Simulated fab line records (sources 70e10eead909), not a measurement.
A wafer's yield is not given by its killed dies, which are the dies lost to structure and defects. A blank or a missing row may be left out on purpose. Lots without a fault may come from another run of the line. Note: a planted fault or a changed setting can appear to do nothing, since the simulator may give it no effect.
fab line records    flow nand-harc
record: lots: 5  wafers: 15  last-day: 22
route steps=1159 shown P_GATE@155 A_BLC@977 END@1159
lots untouched by any fault: they come from a run of this same line in which no faults occurred
start-h: hours from the record's opening day to when the first of the lot's shown wafers began    wait-h: time in hours since the lot's previous step    " as in the row above    L1.1+2: a single row standing in for several wafers    - either no value or no given start    * or withheld: withheld    < > ~ a bound
route shown NAME@n: a module of which the file shows steps, and the number in the route of the first    usual: mean and standard deviation over wafers with no fault    same: alike in all rows    chamber/n: place in a boat    sites: per-site readings    _std_site: their standard deviation    _edge_site: outer sites' mean less inner sites'    radius-mm: how far each site lies from the wafer's centre    mask NAME#n: copy n    behind: tool/chamber where the wafer was last shaped    hold: what put the lot on hold/how long, in hours/how the hold closed    device: whichever transistor did not switch (one of n, p or np)    end of line: tests run on the same wafers once the route is complete    a step without rows: its recipe alone    killed: dies lost to structure and defects at the first sort, not the wafer's yield    map: per-die view of a wafer (x killed, . not killed, _ where there is no die)
set.NAME: the run value of the setting; set.NAME@STEP: its run value at that earlier step    model.NAME: the simulator's own value behind a step, which no gauge read
a table for each step, a row for each wafer; lots at some steps of the route
services: a tool's chamber out of use, with start hour (start-h, from the record's first day; less than 0 if before it), hours out, and reason
== steps ==
step: NHARC_P_GATE_ALD_36
recipe: target-thk-a: 200  pulse-time-s: 60  ald-cycles: 223  temp-c: 400  material: SiNx
usual: heater-power-w: 859/85  precursor-pulse-height-rel: 1.000/0.018
lot.wafer  tool        chamber  start-h  wait-h  heater-power-w  precursor-pulse-height-rel  since-wet-clean-h
L706.1     ald-sin-02  2        114.65   -       858             0.983                       57
L706.6     "           0        116.71   -       808             1.034                       -
L706.5     "           1        117.75   -       868             0.994                       -
L707.2     ald-sin-01  0        115.31   -       890             0.979                       135
L707.6     "           1        116.36   -       834             1.011                       -
L707.5     "           2        117.40   -       921             0.978                       -
L708.2     ald-sin-03  3        119.72   -       877             1.002                       3
L708.6     "           3        124.00   -       876             0.985                       -
L708.5     "           0        125.06   -       1065            1.000                       -
L711.4     ald-sin-01  0        140.73   -       889             0.966                       161
L711.3     "           1        141.79   -       836             0.978                       162
L711.6     "           0        144.97   -       896             1.010                       -
L717.4     ald-sin-01  3        177.95   -       702             0.995                       20
L717.3     "           1        180.09   -       819             0.961                       22
L717.6     "           3        182.23   -       739             0.986                       -
step: NHARC_P_GATE_ETCHBACK_37
recipe: target-depth-a: 345  time-s: 17.2  chf3-flow-sccm: 50  o2-flow-sccm: 10  ar-flow-sccm: 200  rf-w: 500  bias-w: 200  chemistry: CHF3/O2
usual: chamber-pressure-mTorr: 24.997/0.023  drypump-motor-current-A: 5.88/0.23  oes-product-au: 0.95/0.034  rf-fwd-power-W: 490.9/2.9  rf-vpp-V: 370.2/2.4  showerhead-plenum-p-Torr: 2.38/0.11  throttle-valve-pct: 20.571/0.009
lot.wafer  tool         chamber  start-h  wait-h  chamber-pressure-mTorr  drypump-motor-current-A  oes-product-au  rf-fwd-power-W  rf-hours-counter-h  rf-vpp-V  showerhead-plenum-p-Torr  throttle-valve-pct
L707.2     rie-diel-07  0        -        -       25.018                  5.94                     0.93            495.1           13                  370.7     2.46                      20.585
L707.5     "            3        "        "       25.006                  5.70                     0.91            489.6           -                   368.7     2.30                      20.586
L707.6     "            0        "        "       24.977                  5.94                     0.93            493.2           -                   373.5     2.46                      20.578
L706.1     rie-diel-03  1        -        -       25.011                  6.07                     0.98            490.1           20                  368.0     2.25                      20.554
L706.6     "            1        "        "       25.015                  6.08                     0.99            491.1           -                   367.6     2.25                      20.577
L706.5     "            2        "        "       24.965                  6.29                     0.97            488.3           -                   368.2     2.26                      20.583
L708.2     rie-diel-01  2        -        -       24.982                  6.20                     0.94            489.7           57                  368.8     2.32                      20.570
L708.6     "            0        "        "       25.027                  6.07                     0.92            490.8           -                   372.5     2.49                      20.542
L708.5     "            1        "        "       24.986                  5.85                     0.95            489.4           -                   369.5     2.35                      20.579
L711.4     rie-diel-07  0        -        -       24.967                  5.97                     0.93            490.6           17                  371.4     2.45                      20.578
L711.3     "            2        "        "       24.976                  5.92                     0.93            491.9           17                  368.6     2.30                      20.570
L711.6     "            0        "        "       25.026                  5.91                     0.92            493.8           -                   372.7     2.45                      20.561
L717.4     rie-diel-07  0        -        -       25.000                  5.92                     0.93            490.5           21                  371.5     2.45                      20.572
L717.3     "            3        "        "       25.008                  5.70                     0.91            487.6           22                  369.0     2.30                      20.581
L717.6     "            1        "        "       24.993                  5.67                     0.91            493.9           -                   373.5     2.58                      20.568
step: NHARC_P_GATE_STRIP_101
recipe: time-s: 20  o2-flow-sccm: 500  ar-flow-sccm: 0  bias-w: 0  chemistry: O2
step: NHARC_P_GATE_PRECLEAN_97
recipe: time-s: 600  temp-c: 120  chemistry: SPM
step: NHARC_P_GATE_SRD_98
step: NHARC_P_GATE_PRECLEAN_99
recipe: time-s: *  temp-c: 50  bath-age-min: 0  chemistry: SC1
step: NHARC_P_GATE_SRD_100
step: NHARC_P_GATE_DEHYDRATE_38
recipe: temp-c: 150  time-s: 120
step: NHARC_P_GATE_HMDS_39
recipe: time-s: 30
step: NHARC_P_GATE_COAT_40
recipe: spin-rpm: 3000
step: NHARC_P_GATE_SOFTBAKE_41
recipe: temp-c: 122  time-s: 95
step: NHARC_P_GATE_EBR_42
step: NHARC_P_GATE_EXPOSE_43
recipe: na: 0.6  target-cd-nm: 720  dose-mj: 14.81  mask-id: P_NSD
lot.wafer   tool            chamber  start-h  wait-h  mask
L707.2+5+6  krf-scanner-03  0        122.49   -       P_NSD#0
L706.1+5+6  krf-scanner-04  0        122.82   -       P_NSD#0
L708.2+5+6  krf-scanner-03  0        130.17   -       P_NSD_R1#0
L711.3+4+6  krf-scanner-04  0        150.08   -       P_NSD#0
L717.3+4+6  krf-scanner-02  0        188.29   -       P_NSD#0
step: NHARC_P_GATE_PEB_44
recipe: peb-temp-c: 118  peb-time-s: 85
step: NHARC_P_GATE_DEVELOP_45
recipe: time-s: 70
step: NHARC_P_GATE_CD_MEAS_46
recipe: target-cd-nm: 720  landing-energy-ev: 500
usual: cd-nm: 720.2/1.6
lot.wafer  tool       chamber  start-h  wait-h  hold                      cd-nm
L707.2     cd-sem-02  0        122.65   -       -                         718.8
L707.5     "          0        "        "       -                         718.9
L707.6     "          0        "        "       -                         719.9
L706.1     cd-sem-03  0        122.97   -       -                         720.3
L706.5     "          0        "        "       -                         721.1
L706.6     "          0        "        "       -                         721.3
L708.2     cd-sem-03  0        130.32   -       await-dispo/0.2h/release  688.1
L708.5     "          0        "        "       await-dispo/0.2h/release  687.6
L708.6     "          0        "        "       await-dispo/0.2h/release  686.3
L708.2     cd-sem-03  0        -        -       -                         688.2
L708.5     "          0        "        "       -                         687.6
L708.6     "          0        "        "       -                         686.2
L711.3     cd-sem-02  0        150.23   -       -                         719.5
L711.4     "          0        "        "       -                         721.0
L711.6     "          0        "        "       -                         720.6
L717.3     cd-sem-03  0        188.44   -       -                         720.3
L717.4     "          0        "        "       -                         720.8
L717.6     "          0        "        "       -                         720.6
step: NHARC_P_GATE_DESCUM_48
recipe: time-s: 3  o2-flow-sccm: 200  ar-flow-sccm: 0  bias-power-w: 0  chemistry: O2
usual: chamber-pressure-mTorr: 60.01/0.056  drypump-motor-current-A: 5.94/0.26  oes-product-au: 0.997/0.01  rf-vpp-V: 57.7/0.95  showerhead-plenum-p-Torr: 1.88/0.082  throttle-valve-pct: 11.311/0.0089
same: bias-power-w: 0
lot.wafer  tool         chamber  start-h  wait-h  chamber-pressure-mTorr  drypump-motor-current-A  oes-product-au  rf-hours-counter-h  rf-vpp-V  showerhead-plenum-p-Torr  throttle-valve-pct  model.P_GATE.cd-nm
L707.2     rie-diel-03  3        122.82   -       60.02                   6.14                     0.993           28                  58.3      1.92                      11.300              717.8
L707.5     "            2        "        "       60.02                   6.28                     0.995           -                   56.9      1.80                      11.302              719.3
L707.6     "            3        "        "       60.00                   6.15                     1.002           -                   59.4      1.92                      11.322              719.1
L706.1     rie-diel-03  0        123.13   -       59.97                   5.84                     0.995           30                  57.9      1.92                      11.321              719.8
L706.6     "            0        "        "       60.00                   5.85                     0.988           -                   57.9      1.92                      11.319              720.8
L706.5     "            1        "        "       60.00                   6.09                     1.013           -                   55.9      1.78                      11.317              720.4
L708.2     rie-diel-01  1        134.63   -       60.07                   5.87                     1.016           49                  57.9      1.87                      11.310              688
L708.6     "            1        "        "       59.95                   5.84                     1.005           -                   57.4      1.87                      11.301              686.7
L708.5     "            2        "        "       60.05                   6.19                     1.002           -                   57.6      1.85                      11.293              688.2
L711.3     rie-diel-01  3        150.41   -       59.97                   5.24                     0.999           1                   56.7      1.80                      11.314              718.9
L711.4     "            0        "        "       60.02                   6.08                     0.984           1                   59.8      1.98                      11.312              720.1
L711.6     "            2        "        "       60.02                   6.19                     1.009           -                   57.6      1.84                      11.318              720.6
L717.3     rie-diel-01  3        188.59   -       59.96                   5.25                     0.996           16                  57.2      1.79                      11.294              719.8
L717.4     "            1        "        "       59.98                   5.84                     1.015           15                  59.0      1.86                      11.302              720
L717.6     "            0        "        "       59.97                   6.06                     0.994           -                   58.0      1.98                      11.299              720.5
step: NHARC_P_GATE_IMPLANT_49
recipe: energy-kev: 30  dose-cm2: 3e+15  tilt-deg: 7
step: NHARC_P_GATE_STRIP_111
recipe: power-w: 1500  temp-c: 110  time-s: 250  chemistry: N2/H2
step: NHARC_P_GATE_STRIP_75
recipe: power-w: 1500  temp-c: 250  chemistry: O2
step: NHARC_P_GATE_STRIP_50
recipe: time-s: 900  temp-c: 130  chemistry: SPM
step: NHARC_P_GATE_DEHYDRATE_51
recipe: temp-c: 150  time-s: 120
step: NHARC_P_GATE_HMDS_52
recipe: time-s: 30
step: NHARC_P_GATE_COAT_53
recipe: spin-rpm: 3000
step: NHARC_P_GATE_SOFTBAKE_54
recipe: temp-c: 122  time-s: 95
step: NHARC_P_GATE_EBR_55
step: NHARC_P_GATE_EXPOSE_56
recipe: na: 0.6  target-cd-nm: 720  dose-mj: 14.81  mask-id: P_PSD
step: NHARC_P_GATE_PEB_57
recipe: peb-temp-c: 118  peb-time-s: 85
step: NHARC_P_GATE_DEVELOP_58
recipe: time-s: 70
step: NHARC_P_GATE_CD_MEAS_59
recipe: target-cd-nm: 720  landing-energy-ev: 500
usual: cd-nm: 720.3/1.7
lot.wafer  tool       chamber  start-h  wait-h  cd-nm
L707.2     cd-sem-03  0        124.41   -       718.4
L707.5     "          0        "        "       719.5
L707.6     "          0        "        "       719.8
L706.1     cd-sem-03  0        124.74   -       721.5
L706.5     "          0        "        "       718.8
L706.6     "          0        "        "       718.3
L708.2     cd-sem-02  0        136.11   -       721.9
L708.5     "          0        "        "       719.9
L708.6     "          0        "        "       718.3
L711.3     cd-sem-03  0        152.96   -       718.8
L711.4     "          0        "        "       722.8
L711.6     "          0        "        "       722.2
L717.3     cd-sem-03  0        190.71   -       721.0
L717.4     "          0        "        "       721.5
L717.6     "          0        "        "       716.2
step: NHARC_P_GATE_HARDBAKE_60
recipe: temp-c: 125  time-s: 80
step: NHARC_P_GATE_DESCUM_61
recipe: time-s: 3  o2-flow-sccm: 200  ar-flow-sccm: 0  bias-power-w: 0  chemistry: O2
usual: chamber-pressure-mTorr: 60.00/0.049  drypump-motor-current-A: 5.91/0.22  oes-product-au: 0.997/0.009  rf-vpp-V: 57.7/0.95  showerhead-plenum-p-Torr: 1.89/0.091  throttle-valve-pct: 11.311/0.0093
same: bias-power-w: 0
lot.wafer  tool         chamber  start-h  wait-h  chamber-pressure-mTorr  drypump-motor-current-A  oes-product-au  rf-hours-counter-h  rf-vpp-V  showerhead-plenum-p-Torr  throttle-valve-pct
L707.2     rie-diel-03  3        124.58   -       60.01                   6.16                     0.996           28                  57.2      1.92                      11.323
L707.6     "            3        "        "       59.90                   6.18                     1.003           -                   57.8      1.92                      11.313
L707.5     "            0        "        "       59.99                   5.84                     0.991           -                   58.2      1.92                      11.311
L706.1     rie-diel-07  2        124.95   -       59.99                   5.96                     1.010           12                  57.4      1.83                      11.332
L706.6     "            3        "        "       59.96                   5.72                     0.998           -                   56.8      1.83                      11.323
L706.5     "            0        "        "       59.97                   5.94                     1.014           -                   58.8      1.96                      11.313
L708.2     rie-diel-07  2        136.29   -       59.93                   5.95                     1.005           13                  56.9      1.83                      11.315
L708.5     "            0        "        "       60.11                   5.90                     1.000           -                   57.9      1.96                      11.306
L708.6     "            1        "        "       59.95                   5.66                     0.995           -                   58.3      2.06                      11.307
L711.4     rie-diel-07  1        153.14   -       60.03                   5.68                     0.979           15                  60.1      2.06                      11.313
L711.3     "            2        "        "       59.97                   5.97                     1.005           17                  56.2      1.83                      11.312
L711.6     "            3        "        "       59.99                   5.71                     1.004           -                   57.3      1.83                      11.304
L717.4     rie-diel-03  0        190.89   -       60.05                   5.84                     0.986           55                  55.6      1.91                      11.301
L717.3     "            1        "        "       60.03                   6.08                     0.993           43                  57.1      1.78                      11.302
L717.6     "            3        "        "       59.98                   6.16                     0.994           -                   59.4      1.91                      11.296
step: NHARC_P_GATE_IMPLANT_62
recipe: energy-kev: 20  dose-cm2: 3e+15  tilt-deg: 7
step: NHARC_P_GATE_STRIP_112
recipe: power-w: 1500  temp-c: 110  time-s: 200  chemistry: N2/H2
usual: drypump-motor-current-A: 5.64/0.28  heater-power-w: 94/7.9  temp-c: 109.98/0.13
lot.wafer  tool             chamber  start-h  wait-h  drypump-motor-current-A  heater-power-w  rf-hours-counter-h  temp-c
L707.2     plasma-asher-02  0        124.96   0.2     5.28                     94              38                  110.14
L707.5     "                0        "        "       5.26                     95              -                   110.49
L707.6     "                1        "        "       5.83                     103             -                   109.94
L706.1     plasma-asher-02  0        125.34   0.2     5.26                     95              38                  109.82
L706.6     "                1        "        "       5.91                     103             -                   110.03
L706.5     "                0        "        "       5.27                     95              -                   109.94
L708.2     plasma-asher-01  1        136.63   0.2     5.44                     97              7                   110.02
L708.5     "                1        "        "       5.45                     97              -                   109.64
L708.6     "                0        "        "       5.96                     86              -                   110.07
L711.4     plasma-asher-01  0        154.15   0.8     5.96                     83              -                   109.95
L711.3     "                1        "        "       5.45                     96              -                   110.01
L711.6     "                1        "        "       5.46                     97              -                   109.94
L717.4     plasma-asher-01  1        191.32   0.2     5.43                     100             -                   110.01
L717.3     "                0        "        "       5.95                     84              -                   109.81
L717.6     "                0        "        "       5.96                     85              -                   110.07
step: NHARC_P_GATE_STRIP_76
recipe: power-w: 1500  temp-c: 250  chemistry: O2
usual: drypump-motor-current-A: 5.64/0.28  heater-power-w: 352/30  temp-c: 250.02/0.18
lot.wafer  tool             chamber  start-h  wait-h  drypump-motor-current-A  heater-power-w  rf-hours-counter-h  temp-c
L707.2     plasma-asher-02  0        125.22   0.2     5.32                     353             38                  250.07
L707.5     "                0        "        "       5.26                     353             -                   250.18
L707.6     "                1        "        "       5.85                     379             -                   250.05
L706.1     plasma-asher-02  0        125.57   0.2     5.29                     354             38                  250.00
L706.6     "                1        "        "       5.86                     386             -                   250.01
L706.5     "                0        "        "       5.27                     350             -                   250.25
L708.2     plasma-asher-01  1        136.89   0.2     5.44                     362             8                   249.83
L708.5     "                1        "        "       5.45                     359             -                   250.08
L708.6     "                0        "        "       5.96                     317             -                   249.91
L711.4     plasma-asher-01  0        154.35   0.2     5.94                     309             -                   249.81
L711.3     "                1        "        "       5.45                     369             -                   250.20
L711.6     "                1        "        "       5.45                     364             -                   249.80
L717.4     plasma-asher-01  1        191.52   0.2     5.43                     358             -                   249.99
L717.3     "                0        "        "       5.96                     319             -                   250.05
L717.6     "                0        "        "       5.96                     314             -                   249.84
step: NHARC_P_GATE_STRIP_63
recipe: time-s: 900  temp-c: 130  chemistry: SPM
step: NHARC_P_GATE_DEHYDRATE_83
recipe: temp-c: 150  time-s: 120
step: NHARC_P_GATE_HMDS_84
recipe: time-s: 30
step: NHARC_P_GATE_COAT_85
recipe: spin-rpm: 3000
step: NHARC_P_GATE_SOFTBAKE_86
recipe: temp-c: 122  time-s: 95
step: NHARC_P_GATE_EBR_87
step: NHARC_A_BLC_DESCUM_15
recipe: time-s: 3  o2-flow-sccm: 200  ar-flow-sccm: 0  bias-power-w: 0  chemistry: O2
usual: chamber-pressure-mTorr: 60.00/0.049  drypump-motor-current-A: 5.7/0.49  oes-product-au: 1.004/0.011  rf-vpp-V: 57.6/0.94  showerhead-plenum-p-Torr: 1.89/0.1  throttle-valve-pct: 11.311/0.0091
same: bias-power-w: 0
lot.wafer  tool         chamber  start-h  wait-h  chamber-pressure-mTorr  drypump-motor-current-A  oes-product-au  rf-hours-counter-h  rf-vpp-V  showerhead-plenum-p-Torr  throttle-valve-pct  model.A_BLC.cd-nm
L707.2     rie-diel-02  1        399.38   0.1     60.08                   6.1                      1.013           3                   58.4      1.84                      11.311              100
L707.6     "            1        "        "       59.93                   6.1                      1.020           -                   56.2      1.84                      11.302              99.88
L707.5     "            2        "        "       60.02                   6.2                      1.006           -                   56.7      1.82                      11.298              100.2
L706.1     rie-diel-04  2        413.42   0.1     60.08                   5.9                      0.991           15                  59.5      2.03                      11.315              99.31
L706.5     "            3        "        "       60.04                   6.0                      1.015           -                   58.9      1.81                      11.314              100.4
L706.6     "            0        "        "       60.04                   4.8                      0.995           -                   57.5      1.78                      11.323              98.32
L711.3     rie-diel-02  0        440.36   0.1     59.99                   5.5                      1.015           12                  57.5      1.84                      11.315              101
L711.4     "            2        "        "       60.00                   6.2                      1.008           12                  56.0      1.82                      11.316              99.49
L711.6     "            0        "        "       60.03                   5.5                      1.011           -                   58.5      1.84                      11.289              100.1
L708.2     rie-diel-04  3        446.37   0.1     60.01                   6.0                      1.016           11                  56.9      1.81                      11.299              99.15
L708.6     "            2        "        "       60.06                   5.9                      0.991           -                   57.0      2.03                      11.306              99.86
L708.5     "            3        "        "       59.96                   6.0                      1.023           -                   57.3      1.81                      11.311              98.77
L717.4     rie-diel-04  2        489.15   0.1     60.04                   5.9                      0.992           1                   57.6      2.02                      11.327              101.3
L717.3     "            3        "        "       60.03                   6.0                      1.021           1                   57.0      1.81                      11.297              101
L717.6     "            1        "        "       59.97                   5.2                      1.011           -                   57.3      1.94                      11.320              101.4
step: NHARC_END_SORT_01
recipe: temp-c: 25
usual: killed-at-array: 27/9.3  killed-at-other: 0.9/1.3  killed-at-periphery: 3.6/2.7  killed-dies: 31/9.7  killed-open: 3.3/1.8  killed-short: 2.0/1.5
same: gross-dies: 677
lot.wafer  tool       chamber  start-h  wait-h  killed-at-array  killed-at-other  killed-at-periphery  killed-dies  killed-open  killed-short
L707.2     prober-01  0        447.53   2.8     16               1                6                    23           2            0
L707.5     prober-01  0        449.92   3.7     18               1                4                    23           5            3
L707.6     prober-01  0        450.72   4.0     24               3                5                    32           4            6
L706.1     prober-01  0        470.11   2.5     21               1                2                    24           1            1
L706.5     prober-01  0        473.32   3.7     20               1                5                    26           4            2
L706.6     prober-01  0        474.12   4.0     16               0                3                    19           3            2
L708.2     prober-02  0        485.14   2.8     12               1                1                    14           3            2
L708.5     prober-02  0        487.56   3.7     11               2                0                    13           3            3
L708.6     prober-02  0        488.37   4.0     16               1                2                    19           5            1
L711.3     prober-02  0        489.49   3.1     15               0                4                    19           4            1
L711.4     prober-02  0        490.28   3.4     15               0                4                    19           5            2
L711.6     prober-02  0        491.85   3.9     18               0                4                    22           4            4
L717.3     prober-01  0        534.44   3.1     17               2                4                    23           6            2
L717.4     prober-01  0        535.24   3.4     21               1                2                    24           5            3
L717.6     prober-01  0        536.86   4.0     13               5                1                    19           2            2
killed by level:class
L707.2 A_SLIT:chamber-film-flake=6 P_M1:chamber-film-flake=5 A_CHANNEL_HOLE_D1:chamber-film-flake=4 A_STAIRCASE:chamber-film-flake=3 A_CONTACT:chamber-film-flake=2 P_M0:geometric-particle:open=1 A_CONTACT:geometric-particle:open=1 THIN_TSV:chamber-film-flake=1
L707.5 A_SLIT:chamber-film-flake=8 A_CHANNEL_FILL_D1:geometric-particle:open=2 A_CHANNEL_HOLE_D1:chamber-film-flake=2 P_GATE:geometric-particle:open=1 P_M0:geometric-particle:open=1 A_CHANNEL_FILL_D1:geometric-particle:short=1 A_SGD_CUT:geometric-particle:short=1 A_CONTACT:geometric-particle:open=1
L707.6 A_SLIT:chamber-film-flake=10 A_CHANNEL_HOLE_D1:chamber-film-flake=3 A_CONTACT:chamber-film-flake=3 A_SGD_CUT:geometric-particle:short=2 P_M1:chamber-film-flake=2 A_STAIRCASE:chamber-film-flake=2 THIN_TSV:chamber-film-flake=2 P_GATE:geometric-particle:open=1
L706.1 A_CHANNEL_HOLE_D1:chamber-film-flake=13 A_STAIRCASE:chamber-film-flake=6 P_CONTACT:geometric-particle:open=1 A_CHANNEL_FILL_D1:geometric-particle:short=1 P_GATE:chamber-film-flake=1 A_CONTACT:chamber-film-flake=1 THIN_TSV:chamber-film-flake=1
L706.5 A_CHANNEL_HOLE_D1:chamber-film-flake=15 A_STAIRCASE:chamber-film-flake=3 P_M0:geometric-particle:open=2 P_GATE:geometric-particle:short=1 P_CONTACT:geometric-particle:open=1 A_CHANNEL_FILL_D1:geometric-particle:short=1 A_CONTACT:geometric-particle:open=1 P_ZERO_WELL:chamber-film-flake=1
L706.6 A_CHANNEL_HOLE_D1:chamber-film-flake=9 P_STI:chamber-film-flake=2 A_ONON_D1:geometric-particle:short=1 A_CHANNEL_FILL_D1:geometric-particle:short=1 A_CONTACT:geometric-particle:open=1 A_BLC:geometric-particle:open=1 A_M0:geometric-particle:open=1 P_CONTACT:chamber-film-flake=1
L708.2 A_ONON_D1:geometric-particle:short=2 A_CHANNEL_HOLE_D1:chamber-film-flake=2 A_STAIRCASE:chamber-film-flake=2 A_CONTACT:chamber-film-flake=2 P_CONTACT:geometric-particle:open=1 A_CONTACT:geometric-particle:open=1 A_M0:geometric-particle:open=1 A_ZERO_WELL:chamber-film-flake=1
L708.5 A_CHANNEL_FILL_D1:geometric-particle:short=2 A_CHANNEL_HOLE_D1:chamber-film-flake=2 A_CONTACT:chamber-film-flake=2 THIN_TSV:chamber-film-flake=2 A_ONON_D1:geometric-particle:open=1 A_SGD_CUT:geometric-particle:short=1 A_SGD_CUT:geometric-particle:open=1 A_M0:geometric-particle:open=1
L708.6 A_STAIRCASE:chamber-film-flake=4 A_CHANNEL_HOLE_D1:chamber-film-flake=3 A_ONON_D1:geometric-particle:open=2 P_STI:chamber-film-flake=2 A_SOURCE_PLATE:geometric-particle:open=1 A_WL_FILL:geometric-particle:short=1 A_BLC:geometric-particle:open=1 A_M0:geometric-particle:open=1
L711.3 A_STAIRCASE:chamber-film-flake=4 A_CONTACT:chamber-film-flake=4 P_M2:chamber-film-flake=2 A_CHANNEL_FILL_D1:geometric-particle:open=1 A_WL_FILL:geometric-particle:short=1 A_WL_FILL:geometric-particle:open=1 A_CONTACT:geometric-particle:open=1 A_M0:geometric-particle:open=1
L711.4 A_STAIRCASE:chamber-film-flake=4 A_CONTACT:geometric-particle:open=3 A_ONON_D1:geometric-particle:short=2 A_CONTACT:chamber-film-flake=2 A_ONON_D1:geometric-particle:open=1 A_M1:geometric-particle:open=1 P_GATE:chamber-film-flake=1 P_CONTACT:chamber-film-flake=1
L711.6 A_CONTACT:chamber-film-flake=4 A_CHANNEL_HOLE_D1:chamber-film-flake=3 A_WL_FILL:geometric-particle:short=2 P_M2:chamber-film-flake=2 A_M0:chamber-film-flake=2 P_CONTACT:geometric-particle:open=1 A_SOURCE_PLATE:geometric-particle:short=1 A_ONON_D1:geometric-particle:open=1
L717.3 A_CHANNEL_HOLE_D1:chamber-film-flake=5 A_STAIRCASE:chamber-film-flake=2 A_CONTACT:chamber-film-flake=2 THIN_TSV:chamber-film-flake=2 P_CONTACT:geometric-particle:open=1 A_ONON_D1:geometric-particle:open=1 A_WL_FILL:geometric-particle:open=1 A_CONTACT:geometric-particle:open=1
L717.4 A_CONTACT:chamber-film-flake=5 A_CHANNEL_HOLE_D1:chamber-film-flake=4 A_CHANNEL_FILL_D1:geometric-particle:short=2 A_M1:chamber-film-flake=2 A_SOURCE_PLATE:geometric-particle:open=1 A_ONON_D1:geometric-particle:short=1 A_SGD_CUT:geometric-particle:open=1 A_ZERO_WELL:chamber-film-flake=1
L717.6 A_CONTACT:chamber-film-flake=5 THIN_TSV:chamber-film-flake=5 A_CHANNEL_FILL_D1:geometric-particle:open=1 A_WL_FILL:geometric-particle:short=1 A_BLC:geometric-particle:short=1 A_M1:geometric-particle:open=1 P_ZERO_WELL:chamber-film-flake=1 A_ZERO_WELL:chamber-film-flake=1
== services ==
tool             chamber  start-h  hours  kind
plasma-asher-01  -        99.00    9.0    pm
plasma-asher-02  -        102.70   3.0    repair
rie-diel-07      2        113.00   2.9    repair
rie-diel-01      -        137.85   9.0    pm
plasma-asher-02  -        138.23   22.2   repair
plasma-asher-01  -        147.85   1.6    repair
plasma-asher-02  -        183.12   9.0    pm
rie-diel-07      3        195.50   2.0    repair
rie-diel-01      0        202.67   1.4    repair
rie-diel-03      -        215.30   9.0    pm
rie-diel-07      -        224.97   0.5    repair
rie-diel-07      -        228.53   9.0    pm
rie-diel-07      3        264.26   9.9    repair
plasma-asher-01  -        276.00   9.0    pm
rie-diel-01      -        314.85   9.0    pm
rie-diel-03      2        343.78   5.5    repair
rie-diel-03      3        392.04   7.1    repair
rie-diel-03      -        392.31   9.0    pm
rie-diel-07      -        405.54   9.0    pm
rie-diel-07      1        443.78   15.8   repair
plasma-asher-01  -        453.00   9.0    pm
rie-diel-07      3        455.74   8.6    repair
rie-diel-03      2        456.52   8.6    repair
rie-diel-07      0        460.08   4.2    repair
== key ==
first-sign: step: NHARC_P_GATE_EXPOSE_43  reading: mask  direction: changed
effect: step: NHARC_P_GATE_CD_MEAS_46  reading: visit  direction: added
effect: step: NHARC_P_GATE_CD_MEAS_46  reading: cd-nm  direction: down  sigmas: 21  usual: 720.2  struck: 687.3
model-effect: step: NHARC_P_GATE_DESCUM_48  value: P_GATE.cd-nm  without: 721.1  struck: 687.7
model-effect: step: NHARC_A_BLC_DESCUM_15  value: A_BLC.cd-nm  without: 100.5  struck: 99.26
met-at NHARC_P_GATE_EXPOSE_43
struck-wafers L708.2,L708.5,L708.6
tester-left-out L708
onset-between 122.49 130.17
fault: kind: wrong-mask  tool: any  chamber: -  onset-h: 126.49  steps: NHARC_P_GATE_EXPOSE_43  aux-copy: P_NSD_R1#0  cd-offset-nm: -33.443  scope: struck-lots-only
tester-left-out: of these lots the tester's yield and bins aren't shown, on N5 and GAA mostly nor the transistor test; their killed dies are dies lost to structure and defects alone, not to doping, threshold or leakage, so they don't give the yield
